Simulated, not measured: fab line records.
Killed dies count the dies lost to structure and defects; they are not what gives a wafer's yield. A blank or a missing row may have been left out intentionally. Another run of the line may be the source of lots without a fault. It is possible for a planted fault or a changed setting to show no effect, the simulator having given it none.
Which tool did it? + flow n5Finfet + 10 lots, 29 wafers sampled, at 6 steps of a route of 1938

## WHAT THE GAUGES SHOWED, per wafer
N5_FIN_SAQP_CD_MEAS_16: target cd 35.6 nm. Usual: cdNm 35.6 nm, standard deviation 0.51.
| lot  | measured    | on       | cdNm (nm)      | flag |
|------|-------------|----------|----------------|------|
| L242 | day 1 21:33 | cdSem-03 | 35.9 36.5 35.8 |      |
| L244 | day 2 09:29 | cdSem-02 | 35.4 36.2 35.7 |      |
| L246 | day 2 21:37 | cdSem-02 | 35.2 35.1 35.0 |      |
| L251 | day 4 04:54 | cdSem-03 | 35.6 36.7 36.5 |      |
| L255 | day 5 05:32 | cdSem-02 | 30.8 35.7      | OFF  |
| L257 | day 5 15:19 | cdSem-03 | 35.5 36.3 35.9 |      |
| L259 | day 6 03:52 | cdSem-02 | 34.9 34.5 35.6 |      |
| L260 | day 6 10:01 | cdSem-03 | 36.0 36.7 36.5 |      |
| L264 | day 7 10:34 | cdSem-01 | 35.8 36.0 35.2 |      |
| L265 | day 7 15:46 | cdSem-02 | 35.5 35.5 36.3 |      |

N5_FIN_SAQP_OVL_MEAS_17. Usual: FIN_CORE_OVL 0.0 nm, standard deviation 0.71.
| lot  | measured    | on         | FIN_CORE_OVL (nm) | flag |
|------|-------------|------------|-------------------|------|
| L242 | day 1 21:35 | overlay-02 | -0.3 1.0 0.6      |      |
| L244 | day 2 09:32 | overlay-01 | 0.3 1.3 -0.2      |      |
| L246 | day 2 21:40 | overlay-02 | 0.0 -0.6 0.6      |      |
| L251 | day 4 04:56 | overlay-01 | 0.1 -0.6 -0.4     |      |
| L255 | day 5 05:34 | overlay-01 | 0.5 -0.5          |      |
| L257 | day 5 15:21 | overlay-02 | -1.8 -0.4 -0.4    |      |
| L259 | day 6 03:55 | overlay-02 | 1.0 0.4 -1.3      |      |
| L260 | day 6 10:04 | overlay-02 | 1.3 0.0 -0.8      |      |
| L264 | day 7 10:36 | overlay-02 | 0.7 1.2 0.6       |      |
| L265 | day 7 15:48 | overlay-01 | 0.8 1.2 -0.2      |      |

N5_BEOL_M4_RC_MEAS_101. Usual: DIBL_N 36.0 mV/V, standard deviation 2.2; DIBL_P 35.9 mV/V, standard deviation 2.6; IOFF_N 0.16 nA/um, standard deviation 0.038; IOFF_P 0.21 nA/um, standard deviation 0.042; ION_N 675 uA/um, standard deviation 15; ION_P 463 uA/um, standard deviation 10; SS_N 71.5 mV/dec, standard deviation 0.62; SS_P 73.2 mV/dec, standard deviation 0.76; VT_N 250 mV, standard deviation 4.1; VT_P -251 mV, standard deviation 3.6.
| lot  | measured     | on        | DIBL_N (mV/V)  | DIBL_P (mV/V)  | IOFF_N (nA/um) | IOFF_P (nA/um) | ION_N (uA/um) | ION_P (uA/um) | SS_N (mV/dec)  | SS_P (mV/dec)  | VT_N (mV)   | VT_P (mV)      | flag |
|------|--------------|-----------|----------------|----------------|----------------|----------------|---------------|---------------|----------------|----------------|-------------|----------------|------|
| L242 | day 7 20:41  | prober-01 | 35.0 32.8 33.8 | 34.6 32.3 32.1 | 0.13 0.11 0.12 | 0.20 0.17 0.16 | 672 658 665   | 464 457 461   | 71.2 70.6 71.6 | 72.7 72.4 72.1 | 250 256 254 | -250 -251 -251 |      |
| L244 | day 8 00:55  | prober-02 | 36.3 35.1 32.8 | 37.2 36.8 34.1 | 0.17 0.15 0.12 | 0.21 0.19 0.16 | 675 662 672   | 458 454 463   | 72.3 71.6 70.7 | 73.5 73.3 72.1 | 249 251 253 | -252 -252 -255 |      |
| L246 | day 9 00:44  | prober-01 | 32.4 32.1 34.7 | 31.1 31.3 33.8 | 0.10 0.10 0.13 | 0.14 0.14 0.18 | 662 648 674   | 457 454 465   | 71.0 70.5 71.4 | 72.7 72.4 74.1 | 259 260 255 | -258 -257 -251 |      |
| L251 | day 9 23:51  | prober-02 | 37.8 35.3 35.8 | 37.3 34.2 33.6 | 0.16 0.12 0.13 | 0.19 0.16 0.15 | 675 644 653   | 459 445 446   | 71.2 70.9 71.9 | 73.3 73.4 72.5 | 252 259 256 | -254 -256 -259 |      |
| L255 | day 11 13:40 | prober-02 | 35.7 36.7      | 35.0 34.6      | 0.15 0.16      | 0.19 0.19      | 671 669       | 464 457       | 70.9 71.8      | 72.2 72.8      | 248 249     | -250 -250      |      |
| L257 | day 12 00:31 | prober-01 | 35.9 34.5 33.3 | 34.9 34.9 32.4 | 0.14 0.14 0.10 | 0.17 0.17 0.15 | 670 656 632   | 458 452 438   | 71.9 71.3 71.4 | 73.3 74.0 73.3 | 253 248 254 | -257 -256 -259 |      |
| L259 | day 12 02:56 | prober-02 | 37.0 37.4 36.6 | 38.5 38.1 36.9 | 0.17 0.20 0.17 | 0.24 0.23 0.22 | 661 697 686   | 456 478 464   | 72.0 71.2 70.7 | 73.5 73.8 72.4 | 246 243 248 | -249 -251 -250 |      |
| L260 | day 12 00:15 | prober-02 | 38.2 38.3 37.3 | 34.2 37.3 36.2 | 0.15 0.17 0.16 | 0.19 0.23 0.22 | 658 691 687   | 452 473 474   | 71.8 71.6 71.0 | 73.3 73.5 73.4 | 253 245 248 | -253 -251 -249 |      |
| L264 | day 13 18:15 | prober-01 | 37.4 33.0 37.6 | 40.0 33.5 40.5 | 0.21 0.14 0.22 | 0.26 0.17 0.25 | 678 679 692   | 458 467 470   | 71.8 71.5 72.9 | 74.5 72.5 74.6 | 242 249 244 | -250 -254 -249 |      |
| L265 | day 13 18:21 | prober-02 | 36.0 35.7 35.6 | 37.0 36.7 37.8 | 0.18 0.18 0.19 | 0.25 0.25 0.28 | 684 693 700   | 464 475 491   | 71.0 71.2 71.5 | 73.4 73.6 74.2 | 245 244 245 | -248 -245 -245 |      |

## TOOL THAT RAN EACH LOT (tool first, then ch and the chambers of the sampled wafers, then the start)
| lot  | N5_FIN_SAQP_PECVD_48           | N5_FIN_SAQP_HM_DEP_72          | N5_FIN_SAQP_EXPOSE_13            |
|------|--------------------------------|--------------------------------|----------------------------------|
| L242 | pecvd-04 ch 0,1,2, day 1 21:04 | pecvd-02 ch 0,1,2, day 1 21:14 | arfiScanner-02 ch 0, day 1 21:26 |
| L244 | pecvd-04 ch 0,2, day 2 08:58   | pecvd-02 ch 1,2, day 2 09:10   | arfiScanner-03 ch 0, day 2 09:22 |
| L246 | pecvd-01 ch 0,1, day 2 20:58   | pecvd-02 ch 1,2, day 2 21:10   | arfiScanner-02 ch 0, day 2 21:29 |
| L251 | pecvd-02 ch 0,1,2, day 4 04:17 | pecvd-01 ch 1,2, day 4 04:28   | arfiScanner-03 ch 0, day 4 04:46 |
| L255 | pecvd-01 ch 0, day 5 05:02     | pecvd-01 ch 1,2, day 5 05:13   | arfiScanner-02 ch 0, day 5 05:24 |
| L257 | pecvd-04 ch 0,2, day 5 14:41   | pecvd-04 ch 0,2, day 5 14:52   | arfiScanner-03 ch 0, day 5 15:11 |
| L259 | pecvd-02 ch 0,1,2, day 6 03:23 | pecvd-04 ch 1,2, day 6 03:32   | arfiScanner-03 ch 0, day 6 03:44 |
| L260 | pecvd-01 ch 0,1,2, day 6 09:24 | pecvd-01 ch 1,2, day 6 09:34   | arfiScanner-01 ch 0, day 6 09:54 |
| L264 | pecvd-04 ch 0,1,2, day 7 09:57 | pecvd-01 ch 0,1,2, day 7 10:07 | arfiScanner-03 ch 0, day 7 10:26 |
| L265 | pecvd-02 ch 0,1, day 7 15:05   | pecvd-02 ch 0,1, day 7 15:17   | arfiScanner-02 ch 0, day 7 15:38 |
- N5_FIN_SAQP_PECVD_48: deposits SiNx from SiH4/NH3/N2, target thk 25 nm, time 22.1 s.
- N5_FIN_SAQP_HM_DEP_72: deposits SiO2 from SiH4/N2O, target thk 12 nm, time 7.2 s.
- N5_FIN_SAQP_EXPOSE_13: exposes mask FIN CORE, target cd 35.6 nm.

## WHAT THE TOOLS THEMSELVES READ (means of the sampled wafers that have a number; where no wafer has one, the mark that the record gives instead)
N5_FIN_SAQP_PECVD_48. Usual: heaterPowerW 860 W, standard deviation 100; showerheadPlenumPTorr 5.12 Torr, standard deviation 0.1; throttleValvePct 39.6 %, standard deviation 1.8.
| lot  | tool     | heaterPowerW (W) | showerheadPlenumPTorr (Torr) | throttleValvePct (%) | flag |
|------|----------|------------------|------------------------------|----------------------|------|
| L242 | pecvd-04 | 862              | 5.14                         | 40.4                 |      |
| L244 | pecvd-04 | 827              | 5.11                         | 41.0                 |      |
| L246 | pecvd-01 | 872              | 5.20                         | 39.1                 |      |
| L251 | pecvd-02 | 818              | 5.14                         | 41.0                 |      |
| L255 | pecvd-01 | 692              | 5.29                         | 39.4                 |      |
| L257 | pecvd-04 | 905              | 5.13                         | 41.1                 |      |
| L259 | pecvd-02 | 775              | 5.14                         | 41.1                 |      |
| L260 | pecvd-01 | 892              | 5.07                         | 37.9                 |      |
| L264 | pecvd-04 | 907              | 5.14                         | 40.9                 |      |
| L265 | pecvd-02 | 804              | 5.12                         | 42.0                 |      |

N5_FIN_SAQP_HM_DEP_72. Usual: heaterPowerW 843 W, standard deviation 100; showerheadPlenumPTorr 8.11 Torr, standard deviation 0.18.
| lot  | tool     | heaterPowerW (W) | showerheadPlenumPTorr (Torr) | flag |
|------|----------|------------------|------------------------------|------|
| L242 | pecvd-02 | 720              | 8.15                         |      |
| L244 | pecvd-02 | 753              | 8.11                         |      |
| L246 | pecvd-02 | 776              | 8.12                         |      |
| L251 | pecvd-01 | 968              | 7.80                         |      |
| L255 | pecvd-01 | 992              | 7.82                         |      |
| L257 | pecvd-04 | 919              | 8.07                         |      |
| L259 | pecvd-04 | 847              | 8.17                         |      |
| L260 | pecvd-01 | 831              | 7.81                         |      |
| L264 | pecvd-01 | 905              | 8.04                         |      |
| L265 | pecvd-02 | 775              | 8.10                         |      |

## THE ANSWER, worked out from the rows above alone
Rule: lot off if the mean of its wafers having a number is beyond 3 standard deviations from the usual mean. A lot without any number at a reading at which 4 lots or more have one is off too. The other lots that the step has rows for count as sound. The gauges are gone through in route order, then the tools' own readings, and for those a lot's mean is taken as printed above. At the first step where some lot is off, the reading lying furthest off is the one used; lots without a number count as furthest.
Off, at N5_FIN_SAQP_CD_MEAS_16 on cdNm: L255.
If a tool, at a process step before that reading, ran all the lots that are off and no sound lot after the first of them, it fits. Gauges at N5_FIN_SAQP_CD_MEAS_16: tried the same way as those tools. No candidate that was tried fits.

## WHAT HAD BEEN PUT IN BY THE SIMULATOR
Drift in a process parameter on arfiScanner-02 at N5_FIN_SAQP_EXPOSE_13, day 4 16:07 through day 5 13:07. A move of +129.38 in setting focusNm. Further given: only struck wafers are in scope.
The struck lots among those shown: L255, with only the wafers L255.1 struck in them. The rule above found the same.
